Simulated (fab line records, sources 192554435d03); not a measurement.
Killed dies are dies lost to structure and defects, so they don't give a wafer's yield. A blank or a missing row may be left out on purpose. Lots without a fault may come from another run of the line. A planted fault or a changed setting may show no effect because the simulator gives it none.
Split-lot experiment | flow n5_finfet | 7 lots, 39 wafers read, on a route of 1938 steps

THE SPLIT
At N5_DUMMY_GATE_ETCH_31 (etches SiO2 in C4F6/O2, target depth 82.5 nm, time 27.5 s), the setting target_depth_a was moved away from the recipe's 825 angstrom on 15 of the 39 wafers read, by -10.5% to +5.7%. The other wafers ran this setting at the recipe's value.

The reading is taken at the split's own step.

THE READING
SOC_of_DUMMY_GATE_COAT_34.thk_nm (the simulator's own value, which no gauge read), in nm, at N5_DUMMY_GATE_ETCH_31 (etches SiO2 in C4F6/O2, target depth 82.5 nm, time 27.5 s). The file gives no usual value for it. The 24 wafers here that ran the recipe average 51.8 nm, standard deviation 0.16 nm.

wafer  | tool, chamber at the split | target_depth_a as run, angstrom | against the recipe | SOC_of_DUMMY_GATE_COAT_34.thk_nm, nm | against lot-mates on the recipe
L076.1 | rie_diel-02, 3             | 825                             | recipe             | 52.2                                 | -
L076.2 | rie_diel-02, 2             | 825                             | recipe             | 52                                   | -
L076.3 | rie_diel-02, 0             | 825                             | recipe             | 51.8                                 | -
L076.4 | rie_diel-02, 1             | 825                             | recipe             | 52                                   | -
L076.5 | rie_diel-02, 0             | 825                             | recipe             | 51.8                                 | -
L076.6 | rie_diel-02, 1             | 825                             | recipe             | 51.8                                 | -
L082.1 | rie_diel-03, 2             | 825                             | recipe             | 52                                   | -
L082.3 | rie_diel-03, 1             | 825                             | recipe             | 52                                   | -
L082.5 | rie_diel-03, 1             | 825                             | recipe             | 52                                   | -
L083.1 | rie_diel-06, 3             | 871.9                           | +5.7%              | 51.2                                 | -0.5
L083.2 | rie_diel-06, 2             | 825                             | recipe             | 51.8                                 | -
L083.3 | rie_diel-06, 0             | 871.9                           | +5.7%              | 51.4                                 | -0.3
L083.4 | rie_diel-06, 0             | 871.9                           | +5.7%              | 51.4                                 | -0.3
L083.5 | rie_diel-06, 3             | 825                             | recipe             | 51.8                                 | -
L083.6 | rie_diel-06, 2             | 825                             | recipe             | 51.6                                 | -
L084.1 | rie_diel-03, 2             | 825                             | recipe             | 51.8                                 | -
L084.2 | rie_diel-03, 3             | 825                             | recipe             | 51.8                                 | -
L084.3 | rie_diel-03, 1             | 738.7                           | -10.5%             | 52.6                                 | +0.9
L084.4 | rie_diel-03, 1             | 825                             | recipe             | 51.6                                 | -
L084.5 | rie_diel-03, 3             | 738.7                           | -10.5%             | 52.8                                 | +1.1
L084.6 | rie_diel-03, 2             | 738.7                           | -10.5%             | 52.8                                 | +1.1
L089.1 | rie_diel-06, 3             | 825                             | recipe             | 51.8                                 | -
L089.2 | rie_diel-06, 0             | 869.4                           | +5.4%              | 51.6                                 | -0.3
L089.3 | rie_diel-06, 1             | 869.4                           | +5.4%              | 51.2                                 | -0.7
L089.4 | rie_diel-06, 2             | 825                             | recipe             | 51.8                                 | -
L089.5 | rie_diel-06, 3             | 869.4                           | +5.4%              | 51.6                                 | -0.3
L089.6 | rie_diel-06, 0             | 825                             | recipe             | 52                                   | -
L091.1 | rie_diel-06, 1             | 772.4                           | -6.4%              | 52.2                                 | +0.5
L091.2 | rie_diel-06, 2             | 825                             | recipe             | 51.8                                 | -
L091.3 | rie_diel-06, 3             | 825                             | recipe             | 51.8                                 | -
L091.4 | rie_diel-06, 0             | 772.4                           | -6.4%              | 52.4                                 | +0.7
L091.5 | rie_diel-06, 1             | 825                             | recipe             | 51.6                                 | -
L091.6 | rie_diel-06, 2             | 772.4                           | -6.4%              | 52.2                                 | +0.5
L095.1 | rie_diel-02, 3             | 750.3                           | -9.1%              | 52                                   | +0.3
L095.2 | rie_diel-02, 0             | 825                             | recipe             | 51.8                                 | -
L095.3 | rie_diel-02, 2             | 750.3                           | -9.1%              | 52.6                                 | +0.9
L095.4 | rie_diel-02, 1             | 825                             | recipe             | 51.6                                 | -
L095.5 | rie_diel-02, 1             | 750.3                           | -9.1%              | 52.4                                 | +0.7
L095.6 | rie_diel-02, 2             | 825                             | recipe             | 51.6                                 | -

THE FIT
A straight line over all 39 wafers: SOC_of_DUMMY_GATE_COAT_34.thk_nm changes by -0.0741 nm for each +1% of target_depth_a; r = -0.90; the points scatter about the line by 0.17 nm.
The same after taking each lot's own level away (the mean of its wafers on the recipe; 39 wafers): -0.0822 nm for each +1%; r = -0.94; scatter 0.14 nm.
On that fit, the largest move of target_depth_a shifts the reading by 0.86 nm.
The lots' own levels span 51.67 to 52.00 nm, that is 2.1 times the standard deviation above.
So the lot-to-lot level changes the slope little: the two slopes agree.
Check: with one of the wafers moved furthest among these (-10.5%) left out of the fit, the line predicts +0.875 nm for it against its lot-mates. It came out at +0.867 nm against them.

THE WHOLE CHAIN: every reading that the file lists as answering this split, in the file's order
step                  | what it does                                              | reading                                                                           | change (the file's fit)                | r (the file's)
N5_DUMMY_GATE_ETCH_31 | etches SiO2 in C4F6/O2, target depth 82.5 nm, time 27.5 s | etch.depth_nm (the simulator's own value, which no gauge read)                    | +0.796 nm for each +1% of the setting  | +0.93
N5_DUMMY_GATE_ETCH_31 | etches SiO2 in C4F6/O2, target depth 82.5 nm, time 27.5 s | SOC_of_DUMMY_GATE_COAT_34.thk_nm (the simulator's own value, which no gauge read) | -0.0829 nm for each +1% of the setting | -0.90

THE FILE'S OWN FIT
SOC_of_DUMMY_GATE_COAT_34.thk_nm changes by -0.0829 nm for each +1% of target_depth_a, r = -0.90.
